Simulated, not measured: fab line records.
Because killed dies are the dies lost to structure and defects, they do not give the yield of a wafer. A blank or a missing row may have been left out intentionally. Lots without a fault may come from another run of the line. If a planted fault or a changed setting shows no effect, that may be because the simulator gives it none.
Matching of chambers    flow n5-finfet    pecvd-02 running N5_BEOL_M2_ILD_DEP_00: 3 sister chambers
The step deposits SiOC from DEMS/O2, target thk 79 nm, time 15.3 s. 16 wafers are shown with their chamber, then 8 later ones without.

## WAFERS PAIRED WITH THEIR CHAMBERS
wafer   chamber  throttle-valve-pct (%)  showerhead-plenum-p-Torr (Torr)  heater-power-w (W)
L076.1  2        11.0                    5.672                            422
L076.2  0        11.6                    5.718                            378
L076.4  2        10.9                    5.691                            422
L078.1  2        11.4                    5.670                            462
L078.3  2        11.2                    5.675                            471
L078.5  0        11.6                    5.726                            390
L081.1  1        12.0                    5.697                            460
L081.3  2        11.2                    5.687                            494
L081.6  2        11.2                    5.674                            495
L083.1  1        11.8                    5.706                            376
L083.4  2        11.0                    5.682                            497
L083.6  1        11.9                    5.694                            391
L085.2  0        11.7                    5.727                            367
L085.3  1        11.8                    5.685                            394
L085.6  2        11.1                    5.681                            484
L088.2  1        11.8                    5.690                            471

SIGNATURES, as means of the wafers listed above
reading                   chamber 0  chamber 1  chamber 2  scatter within a chamber
throttle-valve-pct        11.633     11.860     11.125     0.128
showerhead-plenum-p-Torr  5.72367    5.69440    5.67900    0.00728
heater-power-w            378.33     418.40     468.38     33.6
Rule: for a wafer and a chamber, the distance is found by dividing, reading by reading, the gap between the wafer's reading and the chamber's mean by the reading's scatter, squaring, summing and taking the root. If the next closest chamber is less than 2 further off than the closest, the wafer can't be placed; otherwise it belongs to the closest. How the scatter is found: for the shown wafers, subtract from each reading the mean of its chamber, square and add these, divide the total by (wafers less chambers), then take the root.

## WAFERS MISSING THEIR CHAMBER
wafer   throttle-valve-pct (%)  showerhead-plenum-p-Torr (Torr)  heater-power-w (W)
L088.4  11.6                    5.738                            371
L088.5  11.8                    5.680                            481
L089.2  11.0                    5.694                            425
L089.4  11.9                    5.721                            389
L089.5  11.2                    5.681                            435
L092.1  11.0                    5.686                            479
L092.2  11.7                    5.727                            396
L092.5  11.1                    5.675                            458

## THE CHAMBER EACH PASSED THROUGH
wafer   from the rows above      in truth
L088.4  0                        0
L088.5  1                        1
L089.2  2                        2
L089.4  can't be placed: 0 or 1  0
L089.5  2                        2
L092.1  2                        2
L092.2  0                        0
L092.5  2                        2
7 of 8 placed correctly. Unplaceable from these rows: 1, with the true chamber sitting among the candidates in 1. 0 placed wrongly.
